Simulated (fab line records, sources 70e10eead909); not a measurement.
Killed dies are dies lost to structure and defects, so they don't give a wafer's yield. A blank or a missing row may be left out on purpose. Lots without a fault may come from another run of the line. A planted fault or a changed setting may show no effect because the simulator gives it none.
Which tool did it? | flow nand_harc | 24 lots, 72 wafers sampled, at 5 steps of a route of 1159

WHAT THE GAUGES READ, wafer by wafer
NHARC_A_BLC_OVL_MEAS_11. Usual: overlay_x_nm 0.1 nm, standard deviation 0.82; overlay_y_nm -0.1 nm, standard deviation 0.64.
lot  | measured     | on         | overlay_x_nm (nm) | overlay_y_nm (nm) | flag
L074 | day 17 14:42 | overlay-01 | -0.2 0.0 0.1      | 0.0 -0.8 -0.2     |
L075 | day 17 16:41 | overlay-02 | 1.2 1.1 1.1       | 0.5 0.7 0.2       |
L076 | day 18 02:26 | overlay-01 | -0.3 0.2 -0.2     | -0.2 -0.2 -0.2    |
L079 | day 18 02:23 | overlay-02 | 0.7 0.8 1.1       | 0.0 0.2 0.0       |
L081 | day 18 10:28 | overlay-02 | 1.0 1.1 1.5       | -0.5 0.0 -0.2     |
L077 | day 18 12:32 | overlay-02 | -1.6 -1.1 -1.4    | -0.3 -0.9 -1.0    |
L080 | day 18 16:41 | overlay-02 | 0.5 0.5 0.8       | 1.8 1.5 1.0       |
L078 | day 18 17:34 | overlay-01 | -1.0 -1.0 -1.0    | -0.1 -0.3 -0.2    |
L082 | day 19 16:36 | overlay-01 | -1.2 -1.6 -0.6    | -0.9 -0.3 -0.5    |
L084 | day 19 22:40 | overlay-01 | 0.7 0.7 1.0       | -0.1 0.0 0.3      |
L086 | day 19 23:06 | overlay-01 | -0.3 0.5 -0.2     | -0.5 -0.5 -0.4    |
L085 | day 20 03:41 | overlay-01 | 0.3 0.5 0.4       | 0.4 0.2 0.3       |
L083 | day 20 04:33 | overlay-02 | -1.0 -0.7 -1.2    | -1.4 -1.4 -1.1    |
L088 | day 20 12:01 | overlay-02 | -0.3 -0.3 -0.8    | 0.0 0.1 -0.2      |
L087 | day 21 00:35 | overlay-01 | -0.3 -0.2 0.0     | 0.3 0.2 0.4       |
L089 | day 21 01:10 | overlay-01 | 0.3 0.1 0.3       | 0.0 0.2 0.1       |
L090 | day 21 14:22 | overlay-02 | 1.6 1.2 0.9       | 0.1 -0.4 -0.1     |
L092 | day 22 01:17 | overlay-01 | 0.5 0.3 0.8       | 1.0 0.9 1.2       |
L093 | day 22 03:08 | overlay-02 | 0.1 -0.1 0.1      | -0.3 0.5 -0.3     |
L091 | day 22 03:50 | overlay-02 | -0.8 -1.2 -1.7    | 0.1 1.2 0.2       |
L094 | day 22 10:21 | overlay-02 | 0.5 0.0 0.9       | 0.6 0.3 0.4       |
L095 | day 22 22:57 | overlay-01 | 0.9 1.4 0.6       | -0.5 -0.5 -0.5    |
L096 | day 23 02:17 | overlay-02 | 0.0 0.0 0.5       | -0.7 -0.4 -0.1    |
L097 | day 23 07:33 | overlay-01 | 1.4 1.6 1.4       | -0.9 -1.4 -1.1    |

WHICH TOOL RAN EACH LOT (tool, then ch and the chambers of the sampled wafers, then the start)
lot  | NHARC_A_CONTACT_ETCH_128             | NHARC_A_CONTACT_STRIP_82                      | NHARC_A_CONTACT_ETCH_88            | NHARC_A_CONTACT_ETCH_137
L074 | har_cap_etch-01 ch 0,1, day 17 00:56 | rie_diel-13 ch 0,2,3, day 17 08:23 or earlier | rie_diel-07 ch 1,2,3, day 17 08:23 | har_cap_etch-02 ch 0,1, day 17 09:46
L075 | har_cap_etch-01 ch 0,1, day 17 04:23 | rie_diel-13 ch 0,2, day 17 11:25 or earlier   | rie_diel-13 ch 0,1, day 17 11:25   | har_cap_etch-02 ch 0,1, day 17 12:49
L076 | har_cap_etch-03 ch 0,1, day 17 11:48 | rie_diel-01 ch 0,1,3, day 17 17:46 or earlier | rie_diel-01 ch 1,2, day 17 17:46   | har_cap_etch-03 ch 0,1, day 17 19:07
L079 | har_cap_etch-01 ch 0,1, day 17 11:50 | rie_diel-13 ch 0,2, day 17 16:39 or earlier   | rie_diel-07 ch 1,2,3, day 17 16:39 | har_cap_etch-02 ch 0,1, day 17 17:59
L081 | har_cap_etch-03 ch 0,1, day 17 22:25 | rie_diel-01 ch 0,1,2, day 18 03:31 or earlier | rie_diel-01 ch 0,1, day 18 03:31   | har_cap_etch-01 ch 0,1, day 18 05:07
L077 | har_cap_etch-01 ch 0,1, day 18 01:20 | rie_diel-01 ch 0,2,3, day 18 07:24 or earlier | rie_diel-13 ch 0,1, day 18 07:24   | har_cap_etch-02 ch 0,1, day 18 08:46
L080 | har_cap_etch-02 ch 0,1, day 18 04:18 | rie_diel-01 ch 0,2, day 18 09:01 or earlier   | rie_diel-13 ch 0,3, day 18 09:01   | har_cap_etch-01 ch 0,1, day 18 10:25
L078 | har_cap_etch-03 ch 0,1, day 18 04:35 | rie_diel-13 ch 0,1,2, day 18 10:14 or earlier | rie_diel-13 ch 1,2,3, day 18 10:14 | har_cap_etch-03 ch 0,1, day 18 11:35
L082 | har_cap_etch-01 ch 0,1, day 19 02:25 | rie_diel-01 ch 0,3, day 19 07:08 or earlier   | rie_diel-01 ch 1,3, day 19 07:08   | har_cap_etch-03 ch 0,1, day 19 08:31
L084 | har_cap_etch-01 ch 0,1, day 19 11:34 | rie_diel-07 ch 1,2,3, day 19 16:10 or earlier | rie_diel-01 ch 0,1,3, day 19 16:10 | har_cap_etch-02 ch 0,1, day 19 17:39
L086 | har_cap_etch-03 ch 0,1, day 19 12:39 | rie_diel-13 ch 2,3, day 19 17:23 or earlier   | rie_diel-13 ch 0,1, day 19 17:23   | har_cap_etch-01 ch 0,1, day 19 18:43
L085 | har_cap_etch-01 ch 0,1, day 19 14:40 | rie_diel-13 ch 0,2, day 19 21:08 or earlier   | rie_diel-07 ch 0,2, day 19 21:08   | har_cap_etch-01 ch 0,1, day 19 22:45
L083 | har_cap_etch-03 ch 0,1, day 19 16:25 | rie_diel-07 ch 0,3, day 19 22:32 or earlier   | rie_diel-07 ch 0,2,3, day 19 22:32 | har_cap_etch-03 ch 0,1, day 20 00:22
L088 | har_cap_etch-02 ch 0,1, day 19 23:40 | rie_diel-01 ch 2,3, day 20 06:10 or earlier   | rie_diel-01 ch 0,3, day 20 06:10   | har_cap_etch-03 ch 1, day 20 08:04
L087 | har_cap_etch-01 ch 0,1, day 20 06:58 | rie_diel-01 ch 0,2,3, day 20 11:47 or earlier | rie_diel-13 ch 0,1,3, day 20 11:47 | har_cap_etch-03 ch 0,1, day 20 13:09
L089 | har_cap_etch-02 ch 0,1, day 20 07:59 | rie_diel-07 ch 0,3, day 20 12:50 or earlier   | rie_diel-13 ch 0,3, day 20 12:50   | har_cap_etch-02 ch 0,1, day 20 14:11
L090 | har_cap_etch-01 ch 0,1, day 20 18:43 | rie_diel-13 ch 0,2,3, day 21 00:05 or earlier | rie_diel-13 ch 0,1, day 21 00:05   | har_cap_etch-01 ch 0,1, day 21 01:30
L092 | har_cap_etch-01 ch 0,1, day 21 10:54 | rie_diel-07 ch 1,2,3, day 21 16:22 or earlier | rie_diel-13 ch 2,3, day 21 16:22   | har_cap_etch-03 ch 0,1, day 21 17:52
L093 | har_cap_etch-03 ch 0,1, day 21 12:31 | rie_diel-07 ch 0,1,2, day 21 18:26 or earlier | rie_diel-13 ch 0,2,3, day 21 18:26 | har_cap_etch-02 ch 0,1, day 21 19:49
L091 | har_cap_etch-02 ch 0,1, day 21 14:35 | rie_diel-13 ch 0,2,3, day 21 19:50 or earlier | rie_diel-13 ch 0,1,3, day 21 19:50 | har_cap_etch-01 ch 0,1, day 21 21:11
L094 | har_cap_etch-01 ch 0,1, day 21 16:12 | rie_diel-13 ch 0,1,3, day 21 20:56 or earlier | rie_diel-13 ch 0,1,3, day 21 20:56 | har_cap_etch-03 ch 0,1, day 21 22:19
L095 | har_cap_etch-03 ch 0,1, day 22 11:52 | rie_diel-01 ch 0,1,2, day 22 17:08 or earlier | rie_diel-13 ch 0,2,3, day 22 17:08 | har_cap_etch-02 ch 0,1, day 22 18:44
L096 | har_cap_etch-02 ch 0,1, day 22 15:02 | rie_diel-13 ch 0,2,3, day 22 20:53 or earlier | rie_diel-07 ch 1,3, day 22 20:53   | har_cap_etch-02 ch 0,1, day 22 22:20
L097 | har_cap_etch-03 ch 0,1, day 22 20:46 | rie_diel-01 ch 0,3, day 23 01:42 or earlier   | rie_diel-13 ch 0,2,3, day 23 01:42 | har_cap_etch-03 ch 0,1, day 23 03:10
- NHARC_A_CONTACT_ETCH_128: etches the open film in C4F8/O2/Ar, time 155 s, target depth 956 nm.
- NHARC_A_CONTACT_STRIP_82: strips in O2.
- NHARC_A_CONTACT_ETCH_88: etches the open film in CF4, target depth 39 nm, time 65 s.
- NHARC_A_CONTACT_ETCH_137: etches the open film in C4F8/O2/Ar, time 132 s, target depth 1287 nm.

WHAT THE TOOLS THEMSELVES READ (means of the sampled wafers that have a number; where no wafer has one, the mark that the record gives instead)
NHARC_A_CONTACT_ETCH_128. Usual: oes_air_line_au 1.000 a.u., standard deviation 0.02.
lot  | tool            | oes_air_line_au (a.u.) | flag
L074 | har_cap_etch-01 | 1.004                  |
L075 | har_cap_etch-01 | 1.024                  |
L076 | har_cap_etch-03 | 0.986                  |
L079 | har_cap_etch-01 | 0.991                  |
L081 | har_cap_etch-03 | 0.985                  |
L077 | har_cap_etch-01 | 0.973                  |
L080 | har_cap_etch-02 | 1.003                  |
L078 | har_cap_etch-03 | 0.984                  |
L082 | har_cap_etch-01 | 1.002                  |
L084 | har_cap_etch-01 | 0.971                  |
L086 | har_cap_etch-03 | 0.987                  |
L085 | har_cap_etch-01 | 1.014                  |
L083 | har_cap_etch-03 | 0.993                  |
L088 | har_cap_etch-02 | 1.002                  |
L087 | har_cap_etch-01 | 0.999                  |
L089 | har_cap_etch-02 | 1.011                  |
L090 | har_cap_etch-01 | 1.001                  |
L092 | har_cap_etch-01 | 0.983                  |
L093 | har_cap_etch-03 | 1.020                  |
L091 | har_cap_etch-02 | 1.022                  |
L094 | har_cap_etch-01 | 0.997                  |
L095 | har_cap_etch-03 | 1.005                  |
L096 | har_cap_etch-02 | 0.993                  |
L097 | har_cap_etch-03 | 0.994                  |

NHARC_A_CONTACT_STRIP_82. Usual: drypump_motor_current_A 5.7 A, standard deviation 0.48; oes_product_au 1.000 a.u., standard deviation 0.0096; rf_vpp_V 57.6 V, standard deviation 0.85; showerhead_plenum_p_Torr 3.45 Torr, standard deviation 0.13; throttle_valve_pct 17.036 %, standard deviation 0.0096.
lot  | tool        | drypump_motor_current_A (A) | oes_product_au (a.u.) | rf_vpp_V (V) | showerhead_plenum_p_Torr (Torr) | throttle_valve_pct (%) | flag
L074 | rie_diel-13 | 5.7                         | 1.011                 | 58.2         | 3.45                            | 17.031                 |
L075 | rie_diel-13 | 5.5                         | 1.011                 | 57.1         | 3.36                            | 17.041                 |
L076 | rie_diel-01 | 5.7                         | 1.002                 | 57.3         | 3.35                            | 17.044                 |
L079 | rie_diel-13 | 5.5                         | 1.005                 | 57.4         | 3.36                            | 17.048                 |
L081 | rie_diel-01 | 5.9                         | 1.005                 | 58.4         | 3.40                            | 17.033                 |
L077 | rie_diel-01 | 6.0                         | 1.006                 | 56.7         | 3.44                            | 17.028                 |
L080 | rie_diel-01 | 6.5                         | 1.012                 | 57.4         | 3.39                            | 17.037                 |
L078 | rie_diel-13 | 5.6                         | 0.999                 | 57.3         | 3.37                            | 17.041                 |
L082 | rie_diel-01 | 6.3                         | 1.005                 | 57.2         | 3.34                            | 17.032                 |
L084 | rie_diel-07 | 5.7                         | 0.989                 | 57.4         | 3.49                            | 17.038                 |
L086 | rie_diel-13 | 6.0                         | 1.005                 | 57.5         | 3.46                            | 17.033                 |
L085 | rie_diel-13 | 5.7                         | 1.015                 | 57.6         | 3.37                            | 17.038                 |
L083 | rie_diel-07 | 5.6                         | 1.000                 | 57.9         | 3.64                            | 17.032                 |
L088 | rie_diel-01 | 5.6                         | 0.992                 | 57.7         | 3.49                            | 17.050                 |
L087 | rie_diel-01 | 6.0                         | 1.002                 | 58.2         | 3.43                            | 17.041                 |
L089 | rie_diel-07 | 5.6                         | 1.003                 | 58.0         | 3.64                            | 17.038                 |
L090 | rie_diel-13 | 5.7                         | 1.001                 | 57.9         | 3.44                            | 17.040                 |
L092 | rie_diel-07 | 5.6                         | 0.995                 | 58.4         | 3.48                            | 17.039                 |
L093 | rie_diel-07 | 5.8                         | 0.995                 | 57.0         | 3.57                            | 17.034                 |
L091 | rie_diel-13 | 5.7                         | 0.998                 | 57.1         | 3.44                            | 17.033                 |
L094 | rie_diel-13 | 5.6                         | 0.997                 | 57.7         | 3.44                            | 17.037                 |
L095 | rie_diel-01 | 5.9                         | 1.006                 | 58.0         | 3.57                            | 17.035                 |
L096 | rie_diel-13 | 5.7                         | 1.000                 | 58.3         | 3.44                            | 17.041                 |
L097 | rie_diel-01 | 6.3                         | 1.009                 | 57.5         | 3.68                            | 17.035                 |

NHARC_A_CONTACT_ETCH_88. Usual: drypump_motor_current_A 5.7 A, standard deviation 0.41; oes_product_au 1.000 a.u., standard deviation 0.0091; rf_vpp_V 150.9 V, standard deviation 1.2; showerhead_plenum_p_Torr 1.73 Torr, standard deviation 0.061; throttle_valve_pct 13.284 %, standard deviation 0.0098.
lot  | tool        | drypump_motor_current_A (A) | oes_product_au (a.u.) | rf_vpp_V (V) | showerhead_plenum_p_Torr (Torr) | throttle_valve_pct (%) | flag
L074 | rie_diel-07 | 5.6                         | 1.004                 | 151.4        | 1.75                            | 13.279                 |
L075 | rie_diel-13 | 5.4                         | 0.993                 | 150.4        | 1.69                            | 13.279                 |
L076 | rie_diel-01 | 5.7                         | 1.009                 | 151.3        | 1.76                            | 13.284                 |
L079 | rie_diel-07 | 5.6                         | 1.009                 | 151.2        | 1.75                            | 13.286                 |
L081 | rie_diel-01 | 5.6                         | 0.996                 | 150.4        | 1.66                            | 13.284                 |
L077 | rie_diel-13 | 5.4                         | 0.998                 | 149.6        | 1.69                            | 13.284                 |
L080 | rie_diel-13 | 5.7                         | 1.001                 | 151.2        | 1.77                            | 13.284                 |
L078 | rie_diel-13 | 5.8                         | 0.999                 | 150.9        | 1.73                            | 13.281                 |
L082 | rie_diel-01 | 5.2                         | 0.988                 | 149.8        | 1.69                            | 13.276                 |
L084 | rie_diel-01 | 5.7                         | 0.995                 | 150.5        | 1.68                            | 13.289                 |
L086 | rie_diel-13 | 5.4                         | 0.984                 | 149.7        | 1.69                            | 13.283                 |
L085 | rie_diel-07 | 5.8                         | 0.996                 | 152.0        | 1.84                            | 13.292                 |
L083 | rie_diel-07 | 5.7                         | 0.998                 | 152.3        | 1.79                            | 13.275                 |
L088 | rie_diel-01 | 5.8                         | 0.991                 | 151.8        | 1.69                            | 13.281                 |
L087 | rie_diel-13 | 5.6                         | 1.000                 | 151.4        | 1.72                            | 13.284                 |
L089 | rie_diel-13 | 5.5                         | 1.003                 | 150.2        | 1.72                            | 13.284                 |
L090 | rie_diel-13 | 5.3                         | 1.007                 | 150.0        | 1.68                            | 13.288                 |
L092 | rie_diel-13 | 6.0                         | 1.003                 | 151.8        | 1.77                            | 13.296                 |
L093 | rie_diel-13 | 5.7                         | 0.998                 | 150.7        | 1.72                            | 13.287                 |
L091 | rie_diel-13 | 5.5                         | 1.003                 | 149.5        | 1.72                            | 13.282                 |
L094 | rie_diel-13 | 5.5                         | 0.998                 | 150.6        | 1.72                            | 13.288                 |
L095 | rie_diel-13 | 5.7                         | 1.004                 | 150.0        | 1.72                            | 13.290                 |
L096 | rie_diel-07 | 5.4                         | 0.981                 | 151.3        | 1.73                            | 13.283                 |
L097 | rie_diel-13 | 5.7                         | 1.005                 | 150.8        | 1.72                            | 13.288                 |

NHARC_A_CONTACT_ETCH_137. Usual: oes_air_line_au 1.000 a.u., standard deviation 0.02.
lot  | tool            | oes_air_line_au (a.u.) | flag
L074 | har_cap_etch-02 | 1.014                  |
L075 | har_cap_etch-02 | 0.994                  |
L076 | har_cap_etch-03 | 1.004                  |
L079 | har_cap_etch-02 | 1.018                  |
L081 | har_cap_etch-01 | 0.981                  |
L077 | har_cap_etch-02 | 1.002                  |
L080 | har_cap_etch-01 | 0.997                  |
L078 | har_cap_etch-03 | 0.981                  |
L082 | har_cap_etch-03 | 0.996                  |
L084 | har_cap_etch-02 | 1.017                  |
L086 | har_cap_etch-01 | 0.986                  |
L085 | har_cap_etch-01 | 0.997                  |
L083 | har_cap_etch-03 | 0.984                  |
L088 | har_cap_etch-03 | 1.016                  |
L087 | har_cap_etch-03 | 0.986                  |
L089 | har_cap_etch-02 | 0.990                  |
L090 | har_cap_etch-01 | 1.025                  |
L092 | har_cap_etch-03 | 1.006                  |
L093 | har_cap_etch-02 | 1.005                  |
L091 | har_cap_etch-01 | 1.018                  |
L094 | har_cap_etch-03 | 0.987                  |
L095 | har_cap_etch-02 | 0.997                  |
L096 | har_cap_etch-02 | 1.020                  |
L097 | har_cap_etch-03 | 1.008                  |

THE ANSWER, worked out from the rows above alone
Rule: a lot is off if the mean of its wafers that have a number lies more than 3 standard deviations from the usual mean. A lot without any number at a reading at which 4 lots or more have one is off too. The other lots that the step has rows for count as sound. The gauges are gone through in route order, then the tools' own readings, and for those a lot's mean is taken as printed above. The first step at which some lot is off is used, and at that step the reading that is off furthest; a lot without a number counts as furthest.
No lot is off at any reading shown: from this, nothing can be told.

WHAT THE SIMULATOR HAD PUT IN
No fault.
